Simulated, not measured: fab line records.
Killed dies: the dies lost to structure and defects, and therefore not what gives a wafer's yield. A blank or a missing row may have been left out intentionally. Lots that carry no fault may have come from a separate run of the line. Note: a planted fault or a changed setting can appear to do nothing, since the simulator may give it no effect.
Chamber matching    flow n5 finfet    4 sister chambers for N5_BEOL_M7_STRIP_36 on rie diel-01
The step strips in N2/H2. 8 wafers are shown with their chamber, then 11 later ones without.

WAFERS, EACH WITH ITS CHAMBER
wafer   chamber  drypump motor current A (A)  throttle valve pct (%)
L089.5  0        6.0                          23.68
L090.4  3        6.4                          23.56
L090.5  2        5.6                          23.38
L090.6  1        5.7                          23.27
L092.1  1        5.7                          23.30
L092.2  2        5.6                          23.39
L092.3  3        6.3                          23.56
L093.2  0        6.1                          23.71

WAFERS WHOSE CHAMBER IS MISSING
wafer   drypump motor current A (A)  throttle valve pct (%)
L093.4  5.6                          23.36
L093.5  5.6                          23.34
L094.1  6.3                          23.61
L094.4  5.7                          23.31
L094.5  6.3                          23.63
L097.3  5.6                          23.37
L097.4  6.3                          23.59
L097.5  5.7                          23.28
L095.2  5.7                          23.29
L095.5  5.6                          23.36
L095.6  6.3                          23.61

WHICH CHAMBER EACH ONE RAN IN
wafer   from the rows above      in truth
L093.4  2                        2
L093.5  can't be placed: 2 or 1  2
L094.1  3                        3
L094.4  1                        1
L094.5  can't be placed: 3 or 0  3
L097.3  2                        2
L097.4  3                        3
L097.5  1                        1
L095.2  1                        1
L095.5  2                        2
L095.6  3                        3
9 of 11 placed correctly. Unplaceable from these rows: 2, with the true chamber sitting among the candidates in 2. Placed wrongly: 0.
How it was worked out, from the rows above alone: a wafer's distance from a chamber is the root of the sum, over the readings, of the square of ((its reading less the chamber's mean) divided by the reading's scatter). The wafer belongs to the nearest chamber; if the next one is less than 2 further off, it can't be placed. A chamber's mean is the mean of its shown wafers. The scatter is the square root of a quotient: the sum, over the shown wafers, of each reading's squared deviation from its chamber's mean, divided by wafers minus chambers.
